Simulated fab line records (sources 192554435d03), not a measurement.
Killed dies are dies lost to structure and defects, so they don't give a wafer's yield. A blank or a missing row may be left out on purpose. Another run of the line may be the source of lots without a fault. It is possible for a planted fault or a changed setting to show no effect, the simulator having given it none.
Chamber matching ; flow n5Finfet ; N5_BEOL_M0_SAQP_PECVD_04 on pecvd-01: 3 sister chambers
The step deposits a-Si from SiH4/He, target thk 60 nm, time 60.2 s. 6 wafers are shown with their chamber, then 9 later ones without.

EACH WAFER AND ITS CHAMBER
wafer;chamber;throttleValvePct (%);showerheadPlenumPTorr (Torr)
L080.1;2;17.4;5.59
L083.2;2;17.3;5.60
L083.4;1;19.4;5.67
L084.3;0;19.4;5.67
L084.5;1;19.2;5.65
L084.6;0;19.4;5.66

WAFERS WITH NO CHAMBER GIVEN
wafer;throttleValvePct (%);showerheadPlenumPTorr (Torr)
L085.2;17.5;5.60
L085.4;17.4;5.59
L085.6;19.4;5.66
L086.1;17.5;5.58
L086.2;19.5;5.66
L086.4;17.7;5.59
L095.1;19.2;5.68
L095.3;17.6;5.61
L095.4;19.5;5.67

EACH ONE'S CHAMBER
wafer;from the rows above;in truth
L085.2;2;2
L085.4;2;2
L085.6;can't be placed: 0 or 1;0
L086.1;2;2
L086.2;can't be placed: 0 or 1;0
L086.4;2;2
L095.1;can't be placed: 1 or 0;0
L095.3;2;2
L095.4;can't be placed: 0 or 1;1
5 of 9 placed correctly. Cannot be placed on the basis of these rows: 4; the candidates contain the true chamber in 4. 0 placed wrongly.
How it was worked out, from the rows above alone: a wafer's distance from a chamber is the root of the sum, over the readings, of the square of ((its reading less the chamber's mean) divided by the reading's scatter). The wafer belongs to the nearest chamber; if the next one is less than 2 further off, it can't be placed. A chamber's mean is the mean of its shown wafers. The scatter: the root of (the sum of the squares of (reading less its chamber's mean) over the shown wafers, divided by (wafers less chambers)).
